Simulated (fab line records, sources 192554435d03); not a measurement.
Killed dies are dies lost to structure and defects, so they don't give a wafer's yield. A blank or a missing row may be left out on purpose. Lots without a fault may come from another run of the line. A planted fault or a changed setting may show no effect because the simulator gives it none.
One fault seen from 2 desks | flow n5_finfet | each desk has only its own numbers; what lay behind them comes last

THE METROLOGY DESK
What the gauges read, lot by lot, whatever tool the lot ran on: means of the sampled wafers that have a number. A lot is out of limits, marked OUT, if its mean lies more than 4 standard deviations from the usual mean; the brackets give that distance. Of its 13 readings 7 are shown: those that lie furthest out on some lot.
Columns: A = IOFF_N at N5_BEOL_M4_RC_MEAS_101, usual 0.16 nA/um; B = IOFF_N_LIN at N5_BEOL_M4_RC_MEAS_101, usual 0.076 nA/um; C = IOFF_N_LONG at N5_BEOL_M4_RC_MEAS_101, usual 5.56e-05 nA/um; D = IOFF_P at N5_BEOL_M4_RC_MEAS_101, usual 0.21 nA/um; E = ION_N at N5_BEOL_M4_RC_MEAS_101, usual 674 uA/um; F = VT_N at N5_BEOL_M4_RC_MEAS_101, usual 249 mV; G = VT_N_LVT at N5_BEOL_M4_RC_MEAS_101, usual 98 mV
lot  | first seen here | A    | B     | C        | D    | E   | F   | G
L190 | day 12 07:42    | 0.15 | 0.071 | 5.58e-05 | 0.21 | 673 | 249 | 101
L194 | day 13 00:52    | 0.17 | 0.076 | 5.73e-05 | 0.21 | 673 | 251 | 99
L205 | day 14 17:26    | 0.25 | 0.112 | 5.98e-05 | 0.28 | 700 | 242 | 90
L206 | day 15 18:53    | 0.20 | 0.095 | 5.47e-05 | 0.24 | 680 | 245 | 95
This desk's finding: nothing out of limits on any of the 4 lots.

THE TOOL OWNER'S DESK: plasma_asher-01
The tool's own readings at N5_STI_FIN_REVEAL_OXIDATION_33 (chemistry O2 PLASMA REMOTE, time 20 s): means of the sampled wafers that have a number, for each lot that ran on this tool. A lot is out of limits, marked OUT, if its mean lies more than 4 standard deviations from the usual mean; the brackets give that distance.
Columns: A = drypump_motor_current_A at N5_STI_FIN_REVEAL_OXIDATION_33, usual 6.2 A; B = heater_power_w at N5_STI_FIN_REVEAL_OXIDATION_33, usual 133 W; C = o2_flow_sccm at N5_STI_FIN_REVEAL_OXIDATION_33, usual 3000 sccm
lot  | first seen here | A   | B   | C
L190 | day 2 18:55     | 6.0 | 138 | 3006
L194 | day 3 18:21     | 6.3 | 133 | 2997
L205 | day 6 12:32     | 6.1 | 139 | 3000
L206 | day 6 19:54     | 6.1 | 138 | 2993
This desk's finding: nothing out of limits on any of the 4 lots.

PUT TOGETHER
The metrology desk saw nothing out of limits.
The tool owner's desk saw nothing out of limits.

WHAT THE SIMULATOR HAD PUT IN
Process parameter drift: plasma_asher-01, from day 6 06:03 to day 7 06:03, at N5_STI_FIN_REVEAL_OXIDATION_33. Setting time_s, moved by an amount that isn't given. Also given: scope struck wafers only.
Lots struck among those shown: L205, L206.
